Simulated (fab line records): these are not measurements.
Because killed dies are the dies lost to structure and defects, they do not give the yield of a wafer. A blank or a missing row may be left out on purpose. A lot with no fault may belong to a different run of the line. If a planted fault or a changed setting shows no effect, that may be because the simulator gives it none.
A lot that was struck, set against a sound lot    flow n5 finfet    15 steps out of a route of 1938
Sound: the wafers L680.3, L680.4, L680.5. Wafers L681.1, L681.2, L681.6 were the ones struck. Last of all comes the cause.
At each step with rows: each side's tool, then ch and its chambers, then its first start. Under that, the readings that differ: sound wafers    struck wafers    difference of the means    sigmas: that difference in standard deviations of wafers without a fault.
alike: a reading whose means differ by less than 2 such deviations, as well as words and numbers matching on both sides. not compared: withheld readings; readings where some wafer has no value; bounds like >300 that might hide an equal value; numbers whose values overlap and for which the record gives no deviation.
A row with sigmas, a row that says differs or no value, or rows on one side alone: a step with any of these is where the two part. When numbers do not overlap yet have no deviation, they are printed without sigmas and do not part them. A reading that every wafer of one side lacks parts them only if that side has two wafers or more.

first, 1 step without rows for these wafers: N5_BEOL_M5_SPUTTER_83 (material Cu, target thk 15 nm, time 27.62 s).
N5_BEOL_M5_ANNEAL_84: time 1800 s.
  sound on pvd sputter-02 at day 9 03:57; struck on pvd sputter-02 at day 9 09:54
  alike: heater power w
N5_BEOL_M5_SPUTTER_88: material Cu, target thk 15 nm, time 27.62 s.
  sound on pvd sputter-02 at day 9 04:58; struck on pvd sputter-02 at day 9 10:55
  alike: substrate temp c, throttle valve pct
then, 4 steps without rows for these wafers: N5_BEOL_M5_ANNEAL_89 (time 1800 s); N5_BEOL_M5_SPUTTER_90 (material Cu, target thk 4.5 nm, time 8.29 s); N5_BEOL_M5_ECD_50 (material Cu, target thk 300 nm); N5_BEOL_M5_ANNEAL_51 (time 90 s).
N5_BEOL_M5_CMP_52: polishes, stops on SiCOH lowk, t overpolish 6.9 s, target thk 62 nm.
  sound on cmp-03 ch 1,2,3, day 9 06:35; struck on cmp-03 ch 0,2, day 9 12:32
reading                    sound                 struck                difference  sigmas
clearing platen rpm (rpm)  49.980 49.953 49.958  50.060 49.993 50.061  +0.074      +3
  alike: barrier field endpoint s, motor current A, overpolish run s, platen rpm, time to endpoint s
N5_BEOL_M5_THK_MEAS_53: measures by xrf.
  sound on film metro-02 at day 9 06:50; struck on film metro-01 at day 9 12:47
  alike: M5_THK
N5_BEOL_M5_PRE_CLEAN_77: time 15 s.
  sound on cvd co-02 ch 0,2, day 9 06:53; struck on cvd co-01 ch 1,2, day 9 12:50
  alike: heater power w, rf fwd power W
N5_BEOL_M5_CO_CAP_78: material Co, precursor CCTBA/H2, target thk 2 nm, time 102.1 s.
  sound on cvd co-02 ch 0,2, day 9 06:58; struck on cvd co-01 ch 1,2, day 9 12:52
  alike: heater power w
then, 1 step without rows for these wafers: N5_BEOL_M5_PRE_CLEAN_55 (time 15 s).
N5_BEOL_M5_DEP_56: deposits SiCN from 3MS/NH3, target thk 8 nm, time 14 s.
  sound on pecvd-02 ch 0, day 9 07:09; struck on pecvd-04 ch 0,1, day 9 12:59
reading                                   sound              struck       difference                     sigmas
rf fwd power W (W)                        200.5 199.7 199.3  - - -        no value on the struck wafers  
model.SiCN_of_BEOL_M5_DEP_56.thk nm (nm)  8 8.2 8.2          6.4 6.2 6.4  -1.8                           
  alike: showerhead plenum p Torr, throttle valve pct
N5_BEOL_M5_RS_MEAS_57: the measuring method here is four-point-probe.
  sound on film metro-02 at day 9 07:15; struck on film metro-01 at day 9 13:05
  alike: M5_RS
-- a jump in the record: the struck wafers' starts before and after are 4 days apart (it breaks off in module BEOL_M5 and resumes in module PASSIVATION, where the first step shown is number 1936 of the route) --
N5_PASSIVATION_PROBE_49:
  rows exist in the record for the struck wafers here (prober-02, day 13 05:26), but not for the sound ones

## WHERE THEY PART
At N5_BEOL_M5_CMP_52 first; at N5_PASSIVATION_PROBE_49 last (within this record only).

WHY: the cause the simulator had injected
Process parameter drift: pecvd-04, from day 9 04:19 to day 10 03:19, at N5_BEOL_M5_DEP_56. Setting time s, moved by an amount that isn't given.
